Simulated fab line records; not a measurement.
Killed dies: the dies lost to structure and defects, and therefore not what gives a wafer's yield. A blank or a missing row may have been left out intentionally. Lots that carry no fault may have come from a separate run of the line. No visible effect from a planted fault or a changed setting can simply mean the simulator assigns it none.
Chamber matching	flow n5_finfet	cmp-04 running N5_ILD0_CMP_12: 3 sister chambers
The step polishes SiNx, stops on poly-Si, t overpolish 6 s, target thk 17.67 nm. 6 wafers are shown with their chamber, then 5 later ones without.

## EACH WAFER AND ITS CHAMBER
wafer	chamber	motor_current_A (A)	time_to_endpoint_s (s)
L083.4	2	9.6	24
L085.4	3	9.1	30
L085.6	1	10.0	27
L086.1	3	9.4	30
L086.3	1	10.8	27
L086.4	2	9.9	29

## WAFERS WITH NO CHAMBER GIVEN
wafer	motor_current_A (A)	time_to_endpoint_s (s)
L087.3	9.7	30
L087.6	9.0	31
L088.3	8.9	30
L091.2	10.2	29
L091.4	10.1	28

## EACH ONE'S CHAMBER
wafer	from the rows above	in truth
L087.3	can't be placed: 3 or 2 or 1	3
L087.6	3	3
L088.3	can't be placed: 3 or 2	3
L091.2	can't be placed: 1 or 2 or 3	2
L091.4	can't be placed: 1 or 2 or 3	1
Correctly placed: 1 of 5. From these rows, 4 cannot be placed; in 4 the true chamber is one of the candidates. Number placed wrongly: 0.
How it was worked out, from the rows above alone: a wafer's distance from a chamber is the root of the sum, over the readings, of the square of ((its reading less the chamber's mean) divided by the reading's scatter). If the next closest chamber is less than 2 further off than the closest, the wafer can't be placed; otherwise it belongs to the closest. A chamber's mean is the mean of its shown wafers. The scatter: the root of (the sum of the squares of (reading less its chamber's mean) over the shown wafers, divided by (wafers less chambers)).
